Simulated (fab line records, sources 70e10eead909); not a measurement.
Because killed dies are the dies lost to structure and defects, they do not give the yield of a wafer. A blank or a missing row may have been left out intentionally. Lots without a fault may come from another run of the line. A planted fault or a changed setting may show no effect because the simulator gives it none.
Which of the tools did it? | flow nandHarc | Sampling: 14 lots, 40 wafers, 4 of 1302 route steps

WHAT THE GAUGES SHOWED, per wafer
Not one reading of a measure or inspect step in the record can be checked against a usual standard deviation.

WHAT TOOL EACH LOT RAN ON (gives the tool, then ch and the chambers of the sampled wafers, and finally the start)
lot  | NHARC_A_CONTACT_ETCH_76           | NHARC_A_CONTACT_ETCH_77                      | NHARC_A_CONTACT_ETCH_124           | NHARC_A_CONTACT_ETCH_130
L257 | rieDiel-03 ch 1,2,3, day 21 21:01 | rieDiel-03 ch 0,1, day 21 22:19 or earlier   | harCapEtch-03 ch 0,1, day 21 22:19 | harCapEtch-03 ch 0,1, day 21 23:24
L258 | rieDiel-04 ch 0,3, day 22 16:37   | rieDiel-04 ch 1,3, day 22 18:16 or earlier   | harCapEtch-02 ch 0,1, day 22 18:16 | harCapEtch-02 ch 0,1, day 22 19:21
L264 | rieDiel-11 ch 2,3, day 24 22:48   | rieDiel-11 ch 0,2, day 25 00:11 or earlier   | harCapEtch-03 ch 0,1, day 25 00:11 | harCapEtch-03 ch 0,1, day 25 01:16
L265 | rieDiel-11 ch 1,2, day 25 15:17   | rieDiel-11 ch 0,3, day 25 16:40 or earlier   | harCapEtch-01 ch 0,1, day 25 16:40 | harCapEtch-01 ch 0,1, day 25 17:46
L269 | rieDiel-03 ch 0,1, day 26 10:51   | rieDiel-03 ch 0,1,3, day 26 12:14 or earlier | harCapEtch-01 ch 0,1, day 26 12:14 | harCapEtch-01 ch 0,1, day 26 13:19
L270 | rieDiel-03 ch 1,2,3, day 26 19:35 | rieDiel-03 ch 0,3, day 26 20:53 or earlier   | harCapEtch-03 ch 0,1, day 26 20:53 | harCapEtch-03 ch 0,1, day 26 21:58
L272 | rieDiel-04 ch 0,2,3, day 27 16:55 | rieDiel-04 ch 1,2,3, day 27 18:17 or earlier | harCapEtch-03 ch 0,1, day 27 18:17 | harCapEtch-03 ch 0,1, day 27 19:22
L273 | rieDiel-03 ch 1,2, day 29 00:38   | rieDiel-03 ch 0,1,3, day 29 02:02 or earlier | harCapEtch-03 ch 0,1, day 29 02:02 | harCapEtch-03 ch 0,1, day 29 03:07
L278 | rieDiel-03 ch 0,1,3, day 29 19:08 | rieDiel-03 ch 0,1,3, day 29 20:30 or earlier | harCapEtch-02 ch 0,1, day 29 20:30 | harCapEtch-02 ch 0,1, day 29 21:35
L275 | rieDiel-03 ch 0,2,3, day 29 20:34 | rieDiel-03 ch 2,3, day 29 22:22 or earlier   | harCapEtch-01 ch 0,1, day 29 22:22 | harCapEtch-01 ch 0,1, day 29 23:27
L276 | rieDiel-04 ch 0,1,3, day 29 21:53 | rieDiel-04 ch 0,1,3, day 29 23:10 or earlier | harCapEtch-03 ch 0,1, day 29 23:10 | harCapEtch-03 ch 0,1, day 30 00:15
L277 | rieDiel-03 ch 0,1,3, day 30 12:17 | rieDiel-03 ch 0,1,3, day 30 13:37 or earlier | harCapEtch-02 ch 0,1, day 30 13:37 | harCapEtch-02 ch 0,1, day 30 14:42
L279 | rieDiel-11 ch 1,2,3, day 31 17:33 | rieDiel-11 ch 2,3, day 31 19:02 or earlier   | harCapEtch-03 ch 0,1, day 31 19:02 | harCapEtch-03 ch 0,1, day 31 20:07
L280 | rieDiel-04 ch 1,2,3, day 31 19:54 | rieDiel-04 ch 1,3, day 31 21:18 or earlier   | harCapEtch-01 ch 0,1, day 31 21:18 | harCapEtch-01 ch 0,1, day 31 22:23
- NHARC_A_CONTACT_ETCH_76: etches the open film in N2/H2, target depth 260 nm, time 475.3 s.
- NHARC_A_CONTACT_ETCH_77: etches the open film in CF4/CHF3, target depth 108.9 nm, time 54.5 s.
- NHARC_A_CONTACT_ETCH_124: etches the open film in C4F8/O2/Ar, time 140 s, target depth 700 nm.
- NHARC_A_CONTACT_ETCH_130: etches the open film in C4F8/O2/Ar, time 197 s, target depth 1918 nm.

WHAT THE TOOLS THEMSELVES READ (means of the sampled wafers that have a number; where no wafer has one, the mark that the record gives instead)
NHARC_A_CONTACT_ETCH_76. Usual: drypumpMotorCurrentA 5.8 A, standard deviation 0.42; oesProductAu 1.002 a.u., standard deviation 0.0075; rfVppV 430.9 V, standard deviation 2.4; runLengthS 496.6 s, standard deviation 0.48; showerheadPlenumPTorr 2.06 Torr, standard deviation 0.078; throttleValvePct 14.170 %, standard deviation 0.0088.
lot  | tool       | drypumpMotorCurrentA (A) | oesProductAu (a.u.) | rfVppV (V) | runLengthS (s) | showerheadPlenumPTorr (Torr) | throttleValvePct (%) | flag
L257 | rieDiel-03 | 6.2                      | 0.993               | 431.3      | 496.3          | 2.08                         | 14.173               | 
L258 | rieDiel-04 | 5.2                      | 1.005               | 429.9      | 496.8          | 2.03                         | 14.178               | 
L264 | rieDiel-11 | 5.8                      | 1.002               | 433.1      | 429.0          | 2.15                         | 14.172               | OFF
L265 | rieDiel-11 | 5.8                      | 1.008               | 431.5      | 428.9          | 2.08                         | 14.175               | OFF
L269 | rieDiel-03 | 5.9                      | 0.997               | 432.5      | 496.1          | 2.10                         | 14.166               | 
L270 | rieDiel-03 | 6.2                      | 1.010               | 430.8      | 496.5          | 2.07                         | 14.174               | 
L272 | rieDiel-04 | 5.5                      | 1.000               | 430.8      | 496.7          | 2.04                         | 14.170               | 
L273 | rieDiel-03 | 6.0                      | 1.012               | 429.6      | 496.8          | 2.03                         | 14.170               | 
L278 | rieDiel-03 | 6.0                      | 1.003               | 431.3      | 496.3          | 2.09                         | 14.173               | 
L275 | rieDiel-03 | 5.9                      | 0.997               | 429.8      | 496.3          | 2.04                         | 14.166               | 
L276 | rieDiel-04 | 5.4                      | 1.010               | 429.8      | 496.7          | 2.04                         | 14.171               | 
L277 | rieDiel-03 | 6.0                      | 1.003               | 432.5      | 496.1          | 2.09                         | 14.167               | 
L279 | rieDiel-11 | 5.8                      | 1.003               | 431.2      | 497.0          | 2.06                         | 14.157               | 
L280 | rieDiel-04 | 5.6                      | 1.003               | 430.8      | 496.7          | 2.02                         | 14.168               | 

NHARC_A_CONTACT_ETCH_77. Usual: drypumpMotorCurrentA 5.8 A, standard deviation 0.43; oesProductAu 0.937 a.u., standard deviation 0.018; rfVppV 371.1 V, standard deviation 2.1; runLengthS 75.8 s, standard deviation 0.5; showerheadPlenumPTorr 1.59 Torr, standard deviation 0.055; throttleValvePct 16.802 %, standard deviation 0.0089.
lot  | tool       | drypumpMotorCurrentA (A) | oesProductAu (a.u.) | rfVppV (V) | runLengthS (s) | showerheadPlenumPTorr (Torr) | throttleValvePct (%) | flag
L257 | rieDiel-03 | 5.5                      | 0.917               | 371.7      | 75.6           | 1.61                         | 16.802               | 
L258 | rieDiel-04 | 5.2                      | 0.928               | 369.9      | 76.3           | 1.56                         | 16.797               | 
L264 | rieDiel-11 | 5.5                      | 0.945               | 370.5      | 76.2           | 1.57                         | 16.812               | 
L265 | rieDiel-11 | 5.5                      | 0.932               | 369.3      | 76.3           | 1.54                         | 16.805               | 
L269 | rieDiel-03 | 6.0                      | 0.921               | 371.3      | 75.5           | 1.61                         | 16.795               | 
L270 | rieDiel-03 | 6.1                      | 0.923               | 372.2      | 75.5           | 1.61                         | 16.805               | 
L272 | rieDiel-04 | 5.5                      | 0.922               | 370.1      | 76.0           | 1.57                         | 16.808               | 
L273 | rieDiel-03 | 6.0                      | 0.958               | 371.2      | 75.7           | 1.61                         | 16.803               | 
L278 | rieDiel-03 | 6.0                      | 0.964               | 371.5      | 75.5           | 1.61                         | 16.798               | 
L275 | rieDiel-03 | 6.3                      | 0.935               | 370.5      | 75.8           | 1.59                         | 16.808               | 
L276 | rieDiel-04 | 5.4                      | 0.933               | 370.1      | 75.8           | 1.57                         | 16.798               | 
L277 | rieDiel-03 | 6.0                      | 0.970               | 372.3      | 75.4           | 1.61                         | 16.800               | 
L279 | rieDiel-11 | 5.8                      | 0.933               | 373.5      | 76.4           | 1.65                         | 16.803               | 
L280 | rieDiel-04 | 5.5                      | 0.961               | 369.8      | 75.8           | 1.57                         | 16.800               | 

NHARC_A_CONTACT_ETCH_124. Usual: runLengthS reads 141.4 s (standard deviation 0.42).
lot  | tool          | runLengthS (s) | flag
L257 | harCapEtch-03 | 141.7          | 
L258 | harCapEtch-02 | 141.0          | 
L264 | harCapEtch-03 | 141.8          | 
L265 | harCapEtch-01 | 141.6          | 
L269 | harCapEtch-01 | 141.3          | 
L270 | harCapEtch-03 | 141.5          | 
L272 | harCapEtch-03 | 141.5          | 
L273 | harCapEtch-03 | 141.6          | 
L278 | harCapEtch-02 | 141.1          | 
L275 | harCapEtch-01 | 141.5          | 
L276 | harCapEtch-03 | 141.7          | 
L277 | harCapEtch-02 | 140.9          | 
L279 | harCapEtch-03 | 141.9          | 
L280 | harCapEtch-01 | 141.4          | 

THE ANSWER, worked out from the rows above alone
Rule: a lot is off if the mean of its wafers that have a number lies more than 3 standard deviations from the usual mean. A lot without any number at a reading at which 4 lots or more have one is off too. The other lots that the step has rows for count as sound. After the gauges, taken in route order, come the tools' own readings; for these a lot's mean is taken, as printed above. At the first step where some lot is off, the reading lying furthest off is the one used; lots without a number count as furthest.
Off: L264, L265, at NHARC_A_CONTACT_ETCH_76 (runLengthS).
If a tool, at that step or one of the process steps before it, ran each lot that is off and ran no sound lot following the first of them, it fits. Of those tried, none fits.

WHAT HAD BEEN PUT IN BY THE SIMULATOR
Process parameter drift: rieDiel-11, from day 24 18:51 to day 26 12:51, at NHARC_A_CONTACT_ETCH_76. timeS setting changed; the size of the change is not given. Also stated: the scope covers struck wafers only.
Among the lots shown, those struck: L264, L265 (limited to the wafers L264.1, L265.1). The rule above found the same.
